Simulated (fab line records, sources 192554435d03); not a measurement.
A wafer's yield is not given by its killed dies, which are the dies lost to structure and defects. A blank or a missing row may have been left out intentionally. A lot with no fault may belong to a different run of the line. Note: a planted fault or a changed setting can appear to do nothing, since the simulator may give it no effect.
Which tool did it? / flow n5 finfet / 12 lots, 36 wafers sampled, at 5 steps of a route of 1938

## WHAT THE GAUGES READ, wafer by wafer
N5_HKMG_FIN_INSPECT_61: inspects for defects (macro).
lot=L075; measured=day 4 09:43; on=defect inspect-01; raw defect count=3 4 2
lot=L077; measured=day 4 17:32; on=defect inspect-01; raw defect count=3 3 1
lot=L079; measured=day 5 05:56; on=defect inspect-01; raw defect count=2 2 4
lot=L081; measured=day 5 16:22; on=defect inspect-01; raw defect count=0 1 1
lot=L083; measured=day 6 05:40; on=defect inspect-01; raw defect count=3 0 2
lot=L085; measured=day 6 19:49; on=defect inspect-01; raw defect count=3 3 4
lot=L087; measured=day 7 05:08; on=defect inspect-02; raw defect count=3 4 5
lot=L089; measured=day 7 19:20; on=defect inspect-01; raw defect count=0 3 2
lot=L091; measured=day 8 08:17; on=defect inspect-01; raw defect count=2 2 1
lot=L093; measured=day 8 18:44; on=defect inspect-02; raw defect count=0 1 2
lot=L095; measured=day 9 06:29; on=defect inspect-01; raw defect count=3 0 0
lot=L097; measured=day 9 15:25; on=defect inspect-02; raw defect count=2 2 0

## TOOL THAT RAN EACH LOT (tool first, then ch and the chambers of the sampled wafers, then the start)
lot=L075; N5_ILD0_CMP_07=cmp-01 ch 0,1,2, day 3 23:13; N5_ILD0_CMP_12=cmp-02 ch 0,1,2, day 4 02:26; N5_SDB_STRIP_21=rie diel-02 ch 0,2,3, day 4 04:18; N5_SDB_HM_OPEN_20=rie diel-02 ch 0,2,3, day 4 04:19
lot=L077; N5_ILD0_CMP_07=cmp-02 ch 1,2,3, day 4 08:05; N5_ILD0_CMP_12=cmp-02 ch 1,2,3, day 4 11:18; N5_SDB_STRIP_21=rie diel-02 ch 1,2,3, day 4 12:17; N5_SDB_HM_OPEN_20=rie diel-02 ch 1,2,3, day 4 12:18
lot=L079; N5_ILD0_CMP_07=cmp-01 ch 0,1,2, day 4 20:16; N5_ILD0_CMP_12=cmp-01 ch 0,2,3, day 4 23:37; N5_SDB_STRIP_21=rie diel-02 ch 0,1,3, day 5 00:48; N5_SDB_HM_OPEN_20=rie diel-02 ch 0,1,3, day 5 00:49
lot=L081; N5_ILD0_CMP_07=cmp-02 ch 0,2,3, day 5 06:50; N5_ILD0_CMP_12=cmp-02 ch 0,3, day 5 10:01; N5_SDB_STRIP_21=rie diel-01 ch 1,2,3, day 5 11:07; N5_SDB_HM_OPEN_20=rie diel-01 ch 1,2,3, day 5 11:08
lot=L083; N5_ILD0_CMP_07=cmp-03 ch 1,2, day 5 19:59; N5_ILD0_CMP_12=cmp-03 ch 0,3, day 5 23:14; N5_SDB_STRIP_21=rie diel-03 ch 0,1,3, day 6 00:18; N5_SDB_HM_OPEN_20=rie diel-03 ch 0,1,3, day 6 00:19
lot=L085; N5_ILD0_CMP_07=cmp-02 ch 0,1,2, day 6 09:38; N5_ILD0_CMP_12=cmp-03 ch 0,1,3, day 6 12:49; N5_SDB_STRIP_21=rie diel-03 ch 0,1,2, day 6 13:55; N5_SDB_HM_OPEN_20=rie diel-03 ch 0,1,2, day 6 13:56
lot=L087; N5_ILD0_CMP_07=cmp-01 ch 0,2,3, day 6 19:05; N5_ILD0_CMP_12=cmp-01 ch 1,2,3, day 6 22:15; N5_SDB_STRIP_21=rie diel-03 ch 0,2, day 6 23:19; N5_SDB_HM_OPEN_20=rie diel-03 ch 0,2, day 6 23:20
lot=L089; N5_ILD0_CMP_07=cmp-03 ch 0,3, day 7 09:07; N5_ILD0_CMP_12=cmp-01 ch 0,1, day 7 12:55; N5_SDB_STRIP_21=rie diel-02 ch 0,1,3, day 7 14:01; N5_SDB_HM_OPEN_20=rie diel-02 ch 0,1,3, day 7 14:02
lot=L091; N5_ILD0_CMP_07=cmp-02 ch 0,3, day 7 22:23; N5_ILD0_CMP_12=cmp-02 ch 0,2,3, day 8 01:47; N5_SDB_STRIP_21=rie diel-02 ch 2,3, day 8 02:53; N5_SDB_HM_OPEN_20=rie diel-02 ch 2,3, day 8 02:55
lot=L093; N5_ILD0_CMP_07=cmp-03 ch 0,2,3, day 8 07:57; N5_ILD0_CMP_12=cmp-02 ch 0,1,2, day 8 11:40; N5_SDB_STRIP_21=rie diel-02 ch 0,2,3, day 8 13:04; N5_SDB_HM_OPEN_20=rie diel-02 ch 0,2,3, day 8 13:05
lot=L095; N5_ILD0_CMP_07=cmp-02 ch 0,2,3, day 8 20:18; N5_ILD0_CMP_12=cmp-03 ch 1,2,3, day 9 00:13; N5_SDB_STRIP_21=rie diel-03 ch 1,3, day 9 01:11; N5_SDB_HM_OPEN_20=rie diel-03 ch 1,3, day 9 01:13
lot=L097; N5_ILD0_CMP_07=cmp-01 ch 0,1,2, day 9 05:30; N5_ILD0_CMP_12=cmp-01 ch 0,3, day 9 08:43; N5_SDB_STRIP_21=rie diel-02 ch 2,3, day 9 09:47; N5_SDB_HM_OPEN_20=rie diel-02 ch 2,3, day 9 09:48
- N5_ILD0_CMP_07: polishes SiO2 flowable, stops on poly-Si, t overpolish 1.18 s, target thk 138.88 nm.
- N5_ILD0_CMP_12: polishes SiNx, stops on poly-Si, t overpolish 6 s, target thk 17.67 nm.
- N5_SDB_STRIP_21: strips in CF4.
- N5_SDB_HM_OPEN_20: chemistry CH3F/O2, target SiNx, stops on poly-Si, target depth 24 nm.

## THE ANSWER, worked out from the rows above alone
Rule: the lots themselves supply what counts as usual. The widest of any qualifying gaps counts: lots, ordered by their means at a reading, are off when they make up no more than a third of the lots, leave a main group of 4 or more, and stand apart from it by 3 or more times the standard deviation of that group's means. If all means in a main group match to the digits the tables above print for the reading, that group is not used. Also off: a lot with no number at a reading for which 4 or more lots have one. Where the step has rows for the other lots, those lots are counted as sound.
None of the lots is off at any reading shown; this tells nothing.

## WHAT THE SIMULATOR HAD PUT IN
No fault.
